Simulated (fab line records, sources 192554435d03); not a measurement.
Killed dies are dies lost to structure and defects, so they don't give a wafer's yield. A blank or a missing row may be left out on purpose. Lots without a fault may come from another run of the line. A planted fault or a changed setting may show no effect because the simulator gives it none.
fab line records | flow n5_finfet
record lots=24 wafers=72 last_day=21
route steps=1938 shown BEOL_M0_SAQP@659 BEOL_M0_CUTY@712 BEOL_M0@720
lots that met no fault: from a run of the same line without faults
start_h: hours from the record's first day to the start of the lot's first wafer shown | wait_h: hours since the lot's step before | " the same as in the row above | L1.1+2: a row that stands for several wafers | - no value, or no start given | * or withheld: withheld | < > ~ a bound
route shown NAME@n: a module of which the file shows steps, and the number in the route of the first | usual: mean/standard deviation of fault-free wafers | same: alike in all rows | chamber/n: place in a boat | sites: the reading at each site | _std_site: their standard deviation | _edge_site: outer sites' mean less inner sites' | radius_mm: how far each site lies from the wafer's centre | mask NAME#n: copy n | behind: the tool/chamber that last shaped the wafer | hold: why the lot was held/for how many hours/how that ended | device: the transistor (n, p or np) that didn't switch | end of line: the same wafers' tests at the end of the route | a step without rows: its recipe alone | killed: dies lost to structure and defects at the first sort, not the wafer's yield | map: a wafer's dies, x killed, . not, _ none there
set.NAME: the setting as run; set.NAME@STEP: as run at that earlier step | model.NAME: the simulator's own value behind a step, which no gauge read
steps of the route over a sample of lots; a table a step, a row a wafer
services: from which hour (start_h, from the record's first day; less than 0 if before it) a tool's chamber was out of use, for how many hours, and why
## steps
# step N5_BEOL_M0_SAQP_STRIP_86
# recipe chemistry=N2/H2 power_w=500 temp_c=40 pressure_mtorr=50 rf_frequency_hz=6e+07 overash_fraction=0.3 bias_power_w=28 h2_frac=0.5 n2_flow_sccm=300 h2_flow_sccm=300
# usual drypump_motor_current_A=5.7/0.36 oes_product_au=0.77/0.085 rf_vpp_V=121.8/1.5 showerhead_plenum_p_Torr=3.34/0.13 throttle_valve_pct=18.8/0.37
# columns lot.wafer tool chamber start_h wait_h drypump_motor_current_A oes_product_au rf_hours_counter_h rf_vpp_V showerhead_plenum_p_Torr throttle_valve_pct
L074.3 rie_diel-03 1 121.81 0.1 5.9 0.73 196 121.8 3.47 18.8
L074.4 " 3 " " 6.5 0.77 - 120.7 3.37 18.5
L074.5 " 0 " " 5.3 0.69 - 123.2 3.30 18.8
L076.2 rie_diel-06 1 123.64 0.1 5.7 0.79 112 122.2 3.21 18.9
L076.5 " 0 " " 5.7 0.69 - 121.4 3.30 18.6
L076.6 " 1 " " 5.7 0.80 - 122.5 3.21 18.9
L077.2 rie_diel-02 3 140.34 0.1 5.4 0.90 20 122.5 3.56 18.8
L077.3 " 0 " " 5.8 0.86 54 120.6 3.25 18.6
L077.6 " 3 " " 5.4 0.88 - 122.6 3.56 18.8
L078.1 rie_diel-06 0 140.46 0.1 5.7 0.68 246 118.6 3.29 18.6
L078.4 " 2 " " 5.8 0.74 150 122.3 3.49 18.3
L078.6 " 1 " " 5.6 0.79 - 121.9 3.21 18.9
L075.1 rie_diel-06 3 140.61 0.1 5.4 0.67 239 122.2 3.19 19.6
L075.4 " 0 " " 5.7 0.70 246 121.7 3.30 18.5
L075.5 " 1 " " 5.7 0.78 - 120.0 3.21 18.9
L079.2 rie_diel-06 2 141.03 0.1 5.8 0.73 151 121.9 3.49 18.3
L079.3 " 3 " " 5.4 0.68 239 123.7 3.19 19.6
L079.4 " 1 " " 5.6 0.81 115 121.1 3.21 18.9
L080.2 rie_diel-02 2 148.85 0.1 5.9 0.71 173 120.6 3.23 19.1
L080.4 " 0 " " 5.8 0.86 57 121.7 3.25 18.6
L080.5 " 1 " " 4.9 0.78 - 118.1 3.35 19.3
L081.1 rie_diel-03 3 155.44 0.1 6.5 0.76 120 122.1 3.36 18.6
L081.2 " 2 " " 6.0 0.71 178 123.3 3.21 18.7
L081.6 " 2 " " 6.0 0.74 - 119.4 3.21 18.7
L082.1 rie_diel-06 1 160.88 0.2 5.7 0.80 124 121.7 3.21 18.9
L082.3 " 2 " " 5.8 0.72 159 123.2 3.49 18.3
L082.6 " 3 " " 5.4 0.66 - 122.3 3.19 19.7
L083.1 rie_diel-02 3 164.63 0.1 5.4 0.87 28 120.8 3.56 18.8
L083.2 " 2 " " 5.9 0.70 179 120.7 3.23 19.1
L083.5 " 3 " " 5.4 0.87 - 123.4 3.56 18.7
L084.1 rie_diel-03 0 174.81 0.1 5.2 0.67 241 120.9 3.30 18.9
L084.3 " 2 " " 6.0 0.73 185 121.3 3.21 18.8
L084.5 " 1 " " 5.9 0.74 - 122.7 3.46 18.9
L085.2 rie_diel-06 0 182.35 0.1 5.7 0.99 3 121.8 3.29 18.1
L085.3 " 2 " " 5.8 0.71 168 119.2 3.48 18.3
L085.6 " 0 " " 5.7 1.01 - 121.3 3.29 18.1
L086.3 rie_diel-03 3 184.72 0.2 6.5 0.74 130 124.5 3.35 18.6
L086.5 " 3 " " 6.5 0.75 - 120.7 3.35 18.6
L086.6 " 0 " " 5.2 0.67 - 118.6 3.29 18.8
L087.1 rie_diel-02 2 187.84 0.1 5.9 0.69 188 122.1 3.23 19.1
L087.2 " 3 " " 5.4 0.85 37 123.2 3.55 18.8
L087.6 " 1 " " 4.9 0.78 - 121.6 3.35 19.4
L088.1 rie_diel-02 2 193.27 0.1 5.8 0.69 190 121.2 3.22 19.1
L088.5 " 3 " " 5.4 0.85 - 121.9 3.55 18.8
L088.6 " 0 " " 5.8 0.83 - 120.9 3.24 18.6
L089.1 rie_diel-06 0 203.47 0.1 5.7 0.95 13 124.3 3.29 18.1
L089.2 " 1 " " 5.7 0.77 143 120.0 3.20 19.0
L089.5 " 0 " " 5.7 0.96 - 122.1 3.29 18.1
L090.2 rie_diel-02 0 205.21 0.1 5.8 0.83 77 124.0 3.24 18.6
L090.3 " 1 " " 4.8 0.76 162 122.2 3.34 19.4
L090.6 " 3 " " 5.4 0.85 - 123.0 3.55 18.8
L091.3 rie_diel-06 2 207.90 0.2 5.8 0.71 180 119.8 3.48 18.4
L091.4 " 3 " " 5.4 0.97 2 123.4 3.59 19.3
L091.6 " 3 " " 5.4 0.97 - 123.3 3.59 19.2
L092.3 rie_diel-02 1 218.04 0.1 4.9 0.75 166 122.3 3.34 19.4
L092.5 " 3 " " 5.4 0.84 - 121.9 3.54 18.8
L092.6 " 0 " " 5.8 0.82 - 119.9 3.23 18.6
L093.1 rie_diel-03 0 221.27 0.1 5.2 0.96 2 120.5 3.29 18.4
L093.3 " 1 " " 5.9 0.71 229 122.3 3.45 18.8
L093.6 " 2 " " 6.0 0.71 - 121.4 3.20 18.8
L094.1 rie_diel-02 0 232.87 0.1 5.8 0.80 88 122.3 3.23 18.6
L094.3 " 3 " " 5.4 0.82 53 123.9 3.54 18.9
L094.4 " 0 " " 5.8 0.82 - 120.3 3.23 18.7
L095.1 rie_diel-06 2 237.83 0.1 5.8 0.70 189 120.8 3.47 18.4
L095.3 " 0 " " 5.7 0.93 24 119.8 3.28 18.1
L095.6 " 3 " " 5.4 0.93 - 121.2 3.59 19.3
L096.1 rie_diel-03 3 241.42 0.1 6.5 0.72 152 118.5 3.34 18.6
L096.5 " 1 " " 5.9 0.70 - 121.2 3.45 18.9
L096.6 " 0 " " 5.2 0.93 - 121.0 3.29 18.4
L097.2 rie_diel-06 1 248.40 0.1 5.6 0.76 157 122.2 3.19 19.0
L097.3 " 2 " " 5.8 0.70 192 123.3 3.47 18.4
L097.6 " 3 " " 5.4 0.92 - 121.8 3.59 19.3
# step N5_BEOL_M0_SAQP_RECESS_114
# recipe chemistry=HF/NH3 target=SiO2 target_depth_a=144 afs_cycles=3 temp_c=30 sublimation_temp_c=180 sublimation_time_s=60
# usual drypump_motor_current_A=5.7/0.43
# columns lot.wafer tool chamber start_h wait_h drypump_motor_current_A
L074.3 vapor_etch-01 1 122.06 0.1 6.1
L074.4 " 0 " " 5.4
L074.5 " 1 " " 6.2
L076.2 vapor_etch-01 0 123.77 0.0 5.4
L076.5 " 0 " " 5.4
L076.6 " 1 " " 6.1
L077.2 vapor_etch-01 0 140.47 0.0 5.4
L077.3 " 1 " " 6.2
L077.6 " 0 " " 5.4
L078.1 vapor_etch-02 0 140.59 0.0 6.1
L078.4 " 1 " " 5.1
L078.6 " 0 " " 6.1
L075.1 vapor_etch-01 0 140.83 0.1 5.4
L075.4 " 0 " " 5.4
L075.5 " 1 " " 6.1
L079.2 vapor_etch-01 0 141.19 0.1 5.4
L079.3 " 0 " " 5.4
L079.4 " 1 " " 6.2
L080.2 vapor_etch-02 1 148.98 0.0 5.2
L080.4 " 1 " " 5.2
L080.5 " 0 " " 6.1
L081.1 vapor_etch-01 1 155.61 0.1 6.2
L081.2 " 0 " " 5.4
L081.6 " 1 " " 6.2
L082.1 vapor_etch-02 0 161.07 0.1 6.1
L082.3 " 0 " " 6.1
L082.6 " 0 " " 6.1
L083.1 vapor_etch-02 1 164.76 0.0 5.2
L083.2 " 0 " " 6.2
L083.5 " 1 " " 5.2
L084.1 vapor_etch-02 0 174.94 0.0 6.1
L084.3 " 1 " " 5.2
L084.5 " 0 " " 6.1
L085.2 vapor_etch-01 0 182.48 0.0 5.4
L085.3 " 1 " " 6.1
L085.6 " 0 " " 5.4
L086.3 vapor_etch-02 1 184.97 0.1 5.2
L086.5 " 0 " " 6.1
L086.6 " 1 " " 5.2
L087.1 vapor_etch-02 0 187.97 0.0 6.1
L087.2 " 1 " " 5.2
L087.6 " 0 " " 6.1
L088.1 vapor_etch-01 1 193.72 0.3 6.1
L088.5 " 0 " " 5.4
L088.6 " 1 " " 6.1
L089.1 vapor_etch-02 1 203.60 0.0 5.2
L089.2 " 0 " " 6.1
L089.5 " 0 " " 6.2
L090.2 vapor_etch-01 1 205.34 0.0 6.2
L090.3 " 0 " " 5.4
L090.6 " 0 " " 5.4
L091.3 vapor_etch-01 0 208.22 0.2 5.4
L091.4 " 1 " " 6.2
L091.6 " 0 " " 5.4
L092.3 vapor_etch-01 0 218.29 0.1 5.4
L092.5 " 0 " " 5.4
L092.6 " 1 " " 6.1
L093.1 vapor_etch-01 1 221.40 0.0 6.1
L093.3 " 1 " " 6.2
L093.6 " 0 " " 5.4
L094.1 vapor_etch-01 0 233.04 0.1 5.4
L094.3 " 1 " " 6.1
L094.4 " 0 " " 5.4
L095.1 vapor_etch-01 0 237.96 0.0 5.4
L095.3 " 1 " " 6.2
L095.6 " 1 " " 6.1
L096.1 vapor_etch-02 1 241.55 0.0 5.2
L096.5 " 0 " " 6.1
L096.6 " 1 " " 5.2
L097.2 vapor_etch-01 1 248.54 0.0 6.1
L097.3 " 0 " " 5.4
L097.6 " 1 " " 6.1
# step N5_BEOL_M0_SAQP_OVL_MEAS_41
# recipe points_per_wafer=522
# usual M0_CUT1_OVL=-0.3/0.68
# columns lot.wafer tool chamber start_h wait_h M0_CUT1_OVL[nm]
L074.3 overlay-02 0 125.11 0.0 -0.9
L074.4 " 0 " " 1.1
L074.5 " 0 " " -0.8
L076.2 overlay-01 0 127.62 0.0 -1.2
L076.5 " 0 " " -1.0
L076.6 " 0 " " -1.0
L077.2 overlay-01 0 143.79 0.0 0.0
L077.3 " 0 " " -0.4
L077.6 " 0 " " 0.3
L078.1 overlay-02 0 146.27 0.0 -0.2
L078.4 " 0 " " 0.7
L078.6 " 0 " " -0.2
L075.1 overlay-01 0 146.31 0.0 0.3
L075.4 " 0 " " 1.2
L075.5 " 0 " " 0.9
L079.2 overlay-02 0 146.65 0.0 0.9
L079.3 " 0 " " 1.1
L079.4 " 0 " " -0.5
L080.2 overlay-02 0 152.42 0.0 0.3
L080.4 " 0 " " 0.0
L080.5 " 0 " " -0.3
L081.1 overlay-02 0 158.91 0.0 -1.1
L081.2 " 0 " " -0.4
L081.6 " 0 " " -0.7
L082.1 overlay-02 0 164.28 0.0 -0.3
L082.3 " 0 " " 0.3
L082.6 " 0 " " -0.1
L083.1 overlay-02 0 169.76 0.0 -0.5
L083.2 " 0 " " -0.4
L083.5 " 0 " " -0.2
L084.1 overlay-01 0 179.95 0.0 0.1
L084.3 " 0 " " -0.1
L084.5 " 0 " " -1.4
L085.2 overlay-01 0 186.33 0.0 -1.1
L085.3 " 0 " " -0.5
L085.6 " 0 " " -1.2
L086.3 overlay-02 0 188.83 0.0 -0.2
L086.5 " 0 " " 0.6
L086.6 " 0 " " 0.0
L087.1 overlay-02 0 191.99 0.0 -1.4
L087.2 " 0 " " -1.2
L087.6 " 0 " " -1.8
L088.1 overlay-02 0 197.94 0.0 0.1
L088.5 " 0 " " 0.7
L088.6 " 0 " " 0.0
L089.1 overlay-01 0 207.40 0.0 -0.5
L089.2 " 0 " " -0.1
L089.5 " 0 " " -0.7
L090.2 overlay-01 0 209.21 0.0 -1.8
L090.3 " 0 " " -0.5
L090.6 " 0 " " -1.0
L091.3 overlay-02 0 211.80 0.0 -0.1
L091.4 " 0 " " -0.9
L091.6 " 0 " " -0.7
L092.3 overlay-02 0 221.50 0.0 -0.2
L092.5 " 0 " " -0.3
L092.6 " 0 " " 0.2
L093.1 overlay-01 0 225.41 0.0 -0.3
L093.3 " 0 " " -0.2
L093.6 " 0 " " 0.6
L094.1 overlay-02 0 236.43 0.0 0.3
L094.3 " 0 " " 1.4
L094.4 " 0 " " -0.1
L095.1 overlay-02 0 241.25 0.0 -0.7
L095.3 " 0 " " -0.2
L095.6 " 0 " " -0.2
L096.1 overlay-02 0 244.76 0.0 1.0
L096.5 " 0 " " -0.8
L096.6 " 0 " " -1.4
L097.2 overlay-01 0 251.79 0.0 -0.8
L097.3 " 0 " " 0.0
L097.6 " 0 " " -0.4
# step N5_BEOL_M0_CUTY_ETCH_62
# recipe chemistry=CF4 target=SiARC mask_material=CAR-ArF-block time_s=58.5 ion_energy_ev=80 pressure_mtorr=40 source_w=545 bias_w=36 Ar_flow_sccm=100 cf4_flow_sccm=100 ends=cleared
# usual drypump_motor_current_A=5.9/0.43 etch_rf_on_time_s=58.4/1.6 oes_product_au=0.69/0.076 rf_vpp_V=184.7/1 showerhead_plenum_p_Torr=2.18/0.058 throttle_valve_pct=15.53/0.19
# columns lot.wafer tool chamber start_h wait_h drypump_motor_current_A etch_rf_on_time_s oes_product_au rf_hours_counter_h rf_vpp_V showerhead_plenum_p_Torr throttle_valve_pct
L074.3 rie_diel-01 3 126.61 0.0 6.4 61.0 0.63 148 184.2 2.13 15.36
L074.4 " 2 " " 5.5 58.6 0.65 153 183.4 2.14 15.46
L074.5 " 3 " " 6.4 60.5 0.63 - 183.5 2.13 15.34
L076.2 rie_diel-04 2 129.08 0.0 5.7 58.8 0.69 78 185.3 2.18 15.46
L076.5 " 1 " " 6.3 59.1 0.79 - 183.9 2.18 15.49
L076.6 " 2 " " 5.7 58.6 0.69 - 185.1 2.18 15.46
L077.2 rie_diel-05 1 146.52 0.0 6.2 58.0 0.84 2 184.4 2.28 15.54
L077.3 " 3 " " 6.7 57.0 0.80 9 184.7 2.27 15.26
L077.6 " 1 " " 6.2 58.7 0.83 - 187.0 2.28 15.55
L078.1 rie_diel-01 0 147.90 0.0 6.2 60.2 0.71 60 185.0 2.26 15.44
L078.4 " 3 " " 6.4 60.9 0.63 155 183.7 2.13 15.39
L078.6 " 0 " " 6.2 60.4 0.71 - 186.2 2.26 15.44
L075.1 rie_diel-04 2 148.04 0.0 5.7 58.9 0.69 85 183.9 2.17 15.46
L075.4 " 1 " " 6.3 58.7 0.79 25 184.5 2.18 15.50
L075.5 " 3 " " 5.6 55.3 0.62 - 184.9 2.19 15.69
L079.2 rie_diel-05 1 149.47 0.0 6.2 57.9 0.82 3 184.7 2.28 15.56
L079.3 " 2 " " 5.8 60.3 0.74 33 185.6 2.18 15.40
L079.4 " 0 " " 5.7 56.7 0.73 48 184.6 2.25 15.22
L080.2 rie_diel-01 2 153.99 0.0 5.5 58.6 0.64 163 183.3 2.14 15.48
L080.4 " 0 " " 6.2 60.3 0.71 63 184.4 2.26 15.44
L080.5 " 0 " " 6.2 59.3 0.71 - 186.2 2.26 15.47
L081.1 rie_diel-04 3 161.46 0.0 5.6 56.5 0.61 238 184.9 2.19 15.71
L081.2 " 0 " " 5.1 58.8 0.59 235 184.1 2.10 15.90
L081.6 " 3 " " 5.6 56.1 0.61 - 184.4 2.19 15.71
L082.1 rie_diel-05 0 167.25 0.0 5.7 57.4 0.72 54 185.9 2.25 15.23
L082.3 " 2 " " 5.8 59.5 0.74 40 183.9 2.18 15.40
L082.6 " 3 " " 6.7 57.1 0.77 - 187.4 2.26 15.27
L083.1 rie_diel-04 1 171.74 0.0 6.3 58.9 0.76 35 185.7 2.18 15.51
L083.2 " 2 " " 5.7 58.2 0.68 95 184.5 2.17 15.49
L083.5 " 1 " " 6.3 58.8 0.76 - 185.7 2.18 15.52
L084.1 rie_diel-01 1 182.07 0.0 5.9 59.4 0.58 234 183.6 2.12 15.92
L084.3 " 2 " " 5.6 58.6 0.62 175 184.7 2.13 15.51
L084.5 " 3 " " 6.4 60.8 0.63 - 184.5 2.12 15.37
L085.2 rie_diel-05 3 188.19 0.0 6.7 56.9 0.77 26 184.8 2.26 15.30
L085.3 " 0 " " 5.7 57.7 0.71 62 186.8 2.25 15.25
L085.6 " 2 " " 5.7 59.7 0.73 - 184.2 2.18 15.40
L086.3 rie_diel-04 1 190.42 0.0 6.3 59.3 0.76 42 184.8 2.17 15.54
L086.5 " 1 " " 6.3 59.7 0.74 - 185.6 2.17 15.54
L086.6 " 2 " " 5.7 58.6 0.67 - 183.4 2.17 15.50
L087.1 rie_diel-04 0 193.79 0.0 5.1 58.1 0.58 248 185.2 2.10 15.93
L087.2 " 2 " " 5.7 58.0 0.68 102 184.6 2.17 15.50
L087.6 " 3 " " 5.7 55.4 0.61 - 184.7 2.18 15.73
L088.1 rie_diel-01 0 199.54 0.0 6.2 60.2 0.69 83 184.3 2.26 15.50
L088.5 " 3 " " 6.4 60.8 0.62 - 183.5 2.12 15.40
L088.6 " 2 " " 5.5 58.7 0.63 - 183.3 2.13 15.50
L089.1 rie_diel-01 2 209.80 0.0 5.5 58.4 0.62 188 184.5 2.13 15.51
L089.2 " 0 " " 6.2 60.2 0.68 88 184.9 2.25 15.52
L089.5 " 3 " " 6.5 60.5 0.62 - 183.1 2.12 15.41
L090.2 rie_diel-05 3 211.53 0.0 6.7 56.6 0.75 35 185.8 2.26 15.31
L090.3 " 2 " " 5.7 60.0 0.72 58 186.6 2.17 15.43
L090.6 " 1 " " 6.2 57.0 0.78 - 185.6 2.27 15.60
L091.3 rie_diel-01 0 213.23 0.0 6.2 60.1 0.68 90 185.3 2.25 15.52
L091.4 " 3 " " 6.5 60.6 0.61 182 185.5 2.12 15.42
L091.6 " 0 " " 6.2 59.6 0.69 - 184.8 2.25 15.50
L092.3 rie_diel-04 3 223.10 0.0 5.6 55.7 0.60 - 183.9 2.18 15.75
L092.5 " 2 " " 5.7 59.3 0.66 - 183.9 2.16 15.53
L092.6 " 3 " " 5.6 55.9 0.60 - 184.6 2.18 15.76
L093.1 rie_diel-05 2 227.65 0.0 5.7 60.5 0.71 64 185.4 2.17 15.45
L093.3 " 0 " " 5.7 56.8 0.70 78 183.9 2.24 15.29
L093.6 " 1 " " 6.2 57.3 0.76 - 186.7 2.27 15.61
L094.1 rie_diel-04 0 237.95 0.0 5.1 56.0 0.86 1 183.6 2.10 15.43
L094.3 " 3 " " 5.6 55.7 0.60 269 184.5 2.18 15.76
L094.4 " 0 " " 5.1 56.4 0.86 - 184.0 2.10 15.41
L095.1 rie_diel-04 3 243.19 0.0 5.7 55.4 0.59 272 185.7 2.18 15.77
L095.3 " 0 " " 5.1 56.7 0.84 4 183.7 2.10 15.43
L095.6 " 0 " " 5.1 56.3 0.85 - 183.2 2.10 15.43
L096.1 rie_diel-04 3 247.28 0.0 5.6 55.7 0.60 273 185.2 2.18 15.78
L096.5 " 0 " " 5.1 56.9 0.83 - 182.2 2.10 15.42
L096.6 " 2 " " 5.7 59.1 0.66 - 182.9 2.16 15.56
L097.2 rie_diel-05 2 253.19 0.0 5.8 60.9 0.69 73 186.3 2.17 15.47
L097.3 " 3 " " 6.7 57.1 0.73 50 185.8 2.25 15.34
L097.6 " 1 " " 6.2 58.2 0.74 - 184.8 2.27 15.64
# step N5_BEOL_M0_ETCH_128
# recipe chemistry=CF4/N2 target_depth_a=120 overetch_a=51 target=SiCN time_s=21.4 ion_energy_ev=150 pressure_mtorr=40 source_w=430 bias_w=70 Ar_flow_sccm=100 cf4_flow_sccm=60 n2_flow_sccm=60
# usual drypump_motor_current_A=5.8/0.41 oes_product_au=0.55/0.063 rf_vpp_V=383.3/1.5 showerhead_plenum_p_Torr=2.25/0.058 throttle_valve_pct=15.36/0.19
# columns lot.wafer tool chamber start_h wait_h drypump_motor_current_A oes_product_au rf_hours_counter_h rf_vpp_V showerhead_plenum_p_Torr throttle_valve_pct
L074.3 rie_diel-04 1 128.72 0.0 6.3 0.63 20 382.9 2.26 15.36
L074.4 " 3 " " 5.6 0.49 224 383.5 2.27 15.53
L074.5 " 1 " " 6.3 0.65 - 383.7 2.26 15.36
L076.2 rie_diel-01 2 132.56 0.2 5.6 0.52 155 382.0 2.21 15.29
L076.5 " 0 " " 6.2 0.58 - 384.9 2.35 15.31
L076.6 " 3 " " 6.4 0.53 - 381.7 2.20 15.15
L077.2 rie_diel-05 2 147.16 0.0 5.8 0.61 31 382.0 2.25 15.18
L077.3 " 3 " " 6.7 0.63 9 385.0 2.34 15.09
L077.6 " 3 " " 6.7 0.64 - 386.8 2.34 15.10
L075.1 rie_diel-05 3 149.76 1.0 6.7 0.65 10 384.8 2.34 15.10
L075.4 " 2 " " 5.8 0.62 33 384.1 2.25 15.19
L075.5 " 2 " " 5.7 0.62 - 383.5 2.25 15.18
L078.1 rie_diel-05 1 151.77 0.1 6.2 0.65 4 386.6 2.35 15.37
L078.4 " 0 " " 5.7 0.59 49 385.7 2.32 15.03
L078.6 " 0 " " 5.7 0.58 - 387.0 2.32 15.04
L079.2 rie_diel-05 1 154.04 0.1 6.2 0.64 5 384.5 2.35 15.36
L079.3 " 0 " " 5.7 0.56 50 384.3 2.32 15.03
L079.4 " 2 " " 5.8 0.62 34 383.8 2.25 15.21
L080.2 rie_diel-04 3 158.87 0.0 5.6 0.48 237 382.8 2.26 15.54
L080.4 " 2 " " 5.7 0.55 89 381.6 2.23 15.25
L080.5 " 2 " " 5.7 0.55 - 382.2 2.23 15.25
L081.1 rie_diel-01 3 164.63 0.0 6.4 0.51 162 380.8 2.19 15.19
L081.2 " 0 " " 6.2 0.57 68 384.6 2.34 15.34
L081.6 " 0 " " 6.2 0.58 - 385.1 2.34 15.31
L082.1 rie_diel-05 1 169.08 0.1 6.2 0.64 11 385.6 2.35 15.37
L082.3 " 3 " " 6.7 0.61 18 384.5 2.34 15.12
L082.6 " 1 " " 6.2 0.65 - 385.7 2.35 15.37
L083.1 rie_diel-04 3 173.60 0.1 5.7 0.48 242 384.3 2.26 15.55
L083.2 " 2 " " 5.7 0.55 96 381.3 2.22 15.26
L083.5 " 2 " " 5.7 0.55 - 381.9 2.22 15.27
L084.1 rie_diel-04 2 183.65 0.8 5.7 0.54 99 381.8 2.22 15.26
L084.3 " 1 " " 6.3 0.62 40 383.3 2.25 15.41
L084.5 " 3 " " 5.7 0.48 - 383.9 2.26 15.58
L085.2 rie_diel-04 1 188.86 0.0 6.3 0.60 42 383.8 2.25 15.39
L085.3 " 3 " " 5.6 0.47 247 383.9 2.26 15.54
L085.6 " 2 " " 5.7 0.54 - 383.9 2.22 15.26
L086.3 rie_diel-04 0 192.12 0.0 5.1 0.47 247 381.1 2.16 15.74
L086.5 " 2 " " 5.7 0.54 - 381.6 2.22 15.27
L086.6 " 1 " " 6.3 0.60 - 382.6 2.25 15.42
L087.1 rie_diel-01 0 195.84 0.3 6.2 0.58 82 384.7 2.34 15.37
L087.2 " 2 " " 5.5 0.50 180 382.9 2.20 15.34
L087.6 " 2 " " 5.5 0.52 - 381.3 2.20 15.35
L088.1 rie_diel-05 0 201.85 0.0 5.7 0.56 68 385.5 2.32 15.09
L088.5 " 2 " " 5.8 0.58 - 383.8 2.24 15.24
L088.6 " 3 " " 6.7 0.60 - 387.1 2.33 15.14
L089.1 rie_diel-04 2 212.17 1.1 5.7 0.54 112 381.9 2.22 15.28
L089.2 " 3 " " 5.6 0.48 254 382.7 2.26 15.58
L089.5 " 3 " " 5.6 0.48 - 383.5 2.26 15.58
L090.2 rie_diel-04 2 220.26 0.1 5.7 0.53 116 383.1 2.22 15.29
L090.3 " 2 " " 5.7 0.53 - 383.5 2.22 15.31
L090.6 " 3 " " 5.6 0.47 - 381.3 2.25 15.59
L091.3 rie_diel-01 3 223.13 0.0 6.4 0.52 187 381.3 2.18 15.25
L091.4 " 3 " " 6.4 0.51 - 382.9 2.18 15.23
L091.6 " 0 " " 6.2 0.57 - 385.1 2.33 15.40
L092.3 rie_diel-04 2 226.84 0.6 5.7 0.53 - 384.4 2.22 15.30
L092.5 " 2 " " 5.7 0.54 - 382.6 2.22 15.30
L092.6 " 3 " " 5.6 0.47 - 385.3 2.25 15.59
L093.1 rie_diel-04 2 232.15 0.0 5.7 0.53 123 382.1 2.21 15.31
L093.3 " 2 " " 5.7 0.54 - 382.7 2.21 15.30
L093.6 " 2 " " 5.7 0.53 - 382.5 2.21 15.31
L094.1 rie_diel-04 3 239.70 0.0 5.6 0.46 270 384.0 2.25 15.60
L094.3 " 2 " " 5.7 0.51 128 384.3 2.21 15.32
L094.4 " 3 " " 5.6 0.47 - 383.7 2.25 15.62
L095.1 rie_diel-04 0 244.83 0.0 5.1 0.67 4 380.3 2.16 15.24
L095.3 " 3 " " 5.7 0.47 272 382.1 2.25 15.63
L095.6 " 0 " " 5.2 0.66 - 382.4 2.16 15.24
L096.1 rie_diel-01 3 252.65 0.3 6.4 0.49 200 383.0 2.18 15.28
L096.5 " 0 " " 6.2 0.55 - 385.0 2.33 15.39
L096.6 " 3 " " 6.4 0.50 - 381.8 2.18 15.27
L097.2 rie_diel-04 2 259.08 0.1 5.7 0.53 136 382.5 2.21 15.33
L097.3 " 3 " " 5.6 0.47 279 384.1 2.25 15.64
L097.6 " 3 " " 5.7 0.47 - 382.3 2.25 15.61
# step N5_BEOL_M0_ANNEAL_133
# recipe temp_c=400 time_s=60 ambient=vacuum
# usual heater_power_w=826/110
# columns lot.wafer tool chamber start_h wait_h heater_power_w
L074.3 pvd_sputter-03 - 132.11 0.0 769
L074.4 " - " " 1013
L074.5 " - " " 871
L076.2 pvd_sputter-01 - 134.25 0.0 1008
L076.5 " - " " 685
L076.6 " - " " 1033
L077.2 pvd_sputter-02 - 148.99 0.0 1029
L077.3 " - " " 683
L077.6 " - " " 762
L075.1 pvd_sputter-03 - 152.74 0.0 764
L075.4 " - " " 877
L075.5 " - " " 856
L078.1 pvd_sputter-03 - 153.94 0.0 766
L078.4 " - " " 868
L078.6 " - " " 991
L079.2 pvd_sputter-02 - 156.31 0.0 778
L079.3 " - " " 783
L079.4 " - " " 700
L080.2 pvd_sputter-01 - 160.74 0.0 1020
L080.4 " - " " 769
L080.5 " - " " 772
L081.1 pvd_sputter-02 - 166.35 0.0 751
L081.2 " - " " 998
L081.6 " - " " 681
L082.1 pvd_sputter-03 - 170.67 0.0 863
L082.3 " - " " 742
L082.6 " - " " 785
L083.1 pvd_sputter-03 - 175.23 0.0 774
L083.2 " - " " 866
L083.5 " - " " 776
L084.1 pvd_sputter-03 - 186.87 0.0 755
L084.3 " - " " 981
L084.5 " - " " 756
L085.2 pvd_sputter-02 - 192.19 0.0 675
L085.3 " - " " 1035
L085.6 " - " " 774
L086.3 pvd_sputter-03 - 194.00 0.0 899
L086.5 " - " " 857
L086.6 " - " " 743
L087.1 pvd_sputter-02 - 198.01 0.0 996
L087.2 " - " " 676
L087.6 " - " " 759
L088.1 pvd_sputter-02 - 203.51 0.0 778
L088.5 " - " " 1027
L088.6 " - " " 779
L089.1 pvd_sputter-02 - 217.40 0.0 778
L089.2 " - " " 775
L089.5 " - " " 793
L090.2 pvd_sputter-03 - 222.16 0.0 778
L090.3 " - " " 869
L090.6 " - " " 751
L091.3 pvd_sputter-02 - 227.12 0.0 701
L091.4 " - " " 788
L091.6 " - " " 684
L092.3 pvd_sputter-02 - 230.73 0.0 765
L092.5 " - " " 770
L092.6 " - " " 1017
L093.1 pvd_sputter-02 - 235.05 0.0 674
L093.3 " - " " 1002
L093.6 " - " " 769
L094.1 pvd_sputter-02 - 241.35 0.0 795
L094.3 " - " " 760
L094.4 " - " " 673
L095.1 pvd_sputter-03 - 246.66 0.0 776
L095.3 " - " " 994
L095.6 " - " " 1000
L096.1 pvd_sputter-03 - 256.43 0.0 855
L096.5 " - " " 767
L096.6 " - " " 798
L097.2 pvd_sputter-02 - 263.85 0.0 677
L097.3 " - " " 748
L097.6 " - " " 769
## services
# columns tool chamber start_h hours kind
pvd_sputter-03 - 98.01 2.3 repair
pvd_sputter-02 - 102.33 3.4 repair
rie_diel-01 - 109.73 14.6 pm
pvd_sputter-02 - 113.98 5.4 repair
pvd_sputter-03 - 115.44 3.8 repair
rie_diel-03 2 118.77 6.3 repair
rie_diel-05 1 122.16 - clean
rie_diel-05 1 122.16 - consumable_replace:focus_ring
rie_diel-05 1 122.16 - consumable_replace:showerhead
rie_diel-05 1 122.16 17.9 scheduled_down
rie_diel-01 3 166.05 3.5 repair
rie_diel-06 3 179.10 4.1 repair
pvd_sputter-03 - 189.21 0.6 repair
rie_diel-04 0 198.98 - clean
rie_diel-04 0 198.98 - consumable_replace:focus_ring
rie_diel-04 0 198.98 36.9 scheduled_down
rie_diel-04 0 198.98 36.9 vent_cycle
rie_diel-04 1 200.64 69.6 repair
rie_diel-04 3 203.83 8.1 repair
rie_diel-01 - 214.57 2.8 pm
vapor_etch-01 - 229.25 0.2 repair
rie_diel-05 0 250.34 11.5 repair
pvd_sputter-02 - 256.23 2.3 repair
rie_diel-02 2 261.12 1.7 repair
## key
fault none
